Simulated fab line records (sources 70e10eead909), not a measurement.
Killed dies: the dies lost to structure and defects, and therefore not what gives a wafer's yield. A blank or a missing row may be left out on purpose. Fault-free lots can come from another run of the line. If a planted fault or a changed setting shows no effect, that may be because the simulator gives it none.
The tool behind it: which one? || flow nand-harc || 12 lots with 36 wafers sampled at 2 steps, on a route of 1159 steps

== WHAT THE GAUGES SHOWED, per wafer ==
NHARC_A_M1_THK_MEAS_24: measures by xrf.
{"lot": "L077", "measured": "day 17 23:37", "on": "film-metro-02", "thk-nm (nm)": "153.4 149.9 153.1"}
{"lot": "L076", "measured": "day 18 03:43", "on": "film-metro-02", "thk-nm (nm)": "154.3 153.6 150.7"}
{"lot": "L079", "measured": "day 19 12:20", "on": "film-metro-02", "thk-nm (nm)": "152.3 151.9 150.2"}
{"lot": "L080", "measured": "day 19 23:54", "on": "film-metro-01", "thk-nm (nm)": "153.1 154.4 152.0"}
{"lot": "L083", "measured": "day 20 03:41", "on": "film-metro-02", "thk-nm (nm)": "156.9 152.2 153.9"}
{"lot": "L085", "measured": "day 20 14:58", "on": "film-metro-01", "thk-nm (nm)": "153.4 153.8 153.8"}
{"lot": "L087", "measured": "day 20 18:28", "on": "film-metro-01", "thk-nm (nm)": "151.8 155.1 153.7"}
{"lot": "L089", "measured": "day 22 01:27", "on": "film-metro-01", "thk-nm (nm)": "155.5 153.5 154.5"}
{"lot": "L090", "measured": "day 22 02:28", "on": "film-metro-01", "thk-nm (nm)": "153.9 152.8 154.5"}
{"lot": "L093", "measured": "day 22 13:59", "on": "film-metro-02", "thk-nm (nm)": "153.6 154.7 153.7"}
{"lot": "L097", "measured": "day 23 19:06", "on": "film-metro-01", "thk-nm (nm)": "154.3 155.8 157.8"}
{"lot": "L096", "measured": "day 23 23:02", "on": "film-metro-02", "thk-nm (nm)": "151.4 155.0 152.1"}

== WHAT TOOL EACH LOT RAN ON (gives the tool, then ch and the chambers of the sampled wafers, and finally the start) ==
{"lot": "L077", "NHARC_A_M0_CMP_23": "cmp-02 ch 1,2,3, day 17 19:06"}
{"lot": "L076", "NHARC_A_M0_CMP_23": "cmp-03 ch 1,3, day 17 23:09"}
{"lot": "L079", "NHARC_A_M0_CMP_23": "cmp-03 ch 0,3, day 19 07:50"}
{"lot": "L080", "NHARC_A_M0_CMP_23": "cmp-03 ch 0,3, day 19 19:20"}
{"lot": "L083", "NHARC_A_M0_CMP_23": "cmp-03 ch 1,2,3, day 19 23:03"}
{"lot": "L085", "NHARC_A_M0_CMP_23": "cmp-04 ch 1,2,3, day 20 10:11"}
{"lot": "L087", "NHARC_A_M0_CMP_23": "cmp-04 ch 0,2,3, day 20 14:08"}
{"lot": "L089", "NHARC_A_M0_CMP_23": "cmp-03 ch 0,2,3, day 21 19:53"}
{"lot": "L090", "NHARC_A_M0_CMP_23": "cmp-04 ch 2,3, day 21 21:50"}
{"lot": "L093", "NHARC_A_M0_CMP_23": "cmp-04 ch 1,2,3, day 22 09:29"}
{"lot": "L097", "NHARC_A_M0_CMP_23": "cmp-04 ch 1,2, day 23 14:41"}
{"lot": "L096", "NHARC_A_M0_CMP_23": "cmp-02 ch 0,1,2, day 23 18:29"}
- NHARC_A_M0_CMP_23: polishes, t overpolish 20 s, target thk 113.75 nm.

== THE ANSWER, worked out from the rows above alone ==
Rule: what is usual is taken from the lots themselves. Put in order of their means at a reading, lots are off if they are a third of the lots or fewer, leave a main group of 4 or more, and stand apart from it by a gap of 3 or more times the standard deviation of the main group's means; of several such gaps the widest counts. Not used: any main group whose means are identical at the precision the tables above print for the reading. Also off: a lot with no number at a reading for which 4 or more lots have one. Where the step has rows for the other lots, those lots are counted as sound.
No lot is off on any of the readings shown, so nothing can be concluded from this.

== WHAT WAS PUT IN BY THE SIMULATOR ==
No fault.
